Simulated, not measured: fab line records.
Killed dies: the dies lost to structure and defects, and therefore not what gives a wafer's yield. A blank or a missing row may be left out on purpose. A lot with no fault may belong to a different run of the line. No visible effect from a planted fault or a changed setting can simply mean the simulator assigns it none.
Matching of chambers	flow n5Finfet	N5_BEOL_M11_VIA_ETCH_34 on rieDiel-05 has 4 sister chambers
The step etches SiCOH lowk in C4F6/O2, target depth 184.5 nm, time 69.2 s. 4 wafers are shown with their chamber, then 7 later ones without.

WAFERS PAIRED WITH THEIR CHAMBERS
wafer	chamber	showerheadPlenumPTorr (Torr)
L083.1	3	2.95
L088.4	0	2.70
L090.3	1	2.90
L090.4	2	2.71

WAFERS MISSING THEIR CHAMBER
wafer	showerheadPlenumPTorr (Torr)
L090.6	2.71
L094.2	2.69
L094.3	2.90
L094.6	2.90
L095.2	2.69
L095.5	2.90
L095.6	2.71

WHICH CHAMBER EACH WENT THROUGH
wafer	from the rows above	in truth
L090.6	can't be placed: 2 or 0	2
L094.2	can't be placed: 0 or 2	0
L094.3	1	1
L094.6	1	1
L095.2	can't be placed: 0 or 2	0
L095.5	1	1
L095.6	can't be placed: 2 or 0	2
Correctly placed: 3 of 7. Cannot be placed on the basis of these rows: 4; the candidates contain the true chamber in 4. Wrongly placed: 0.
How it was worked out, from the rows above alone: a wafer's distance from a chamber is the root of the sum, over the readings, of the square of ((its reading less the chamber's mean) divided by the reading's scatter). The wafer belongs to the nearest chamber; if the next one is less than 2 further off, it can't be placed. For every chamber, the mean is computed from those of its wafers that are shown. The scatter: with one shown wafer a chamber, the root of the mean of the squares of how far each hidden wafer lies from its nearest shown one.
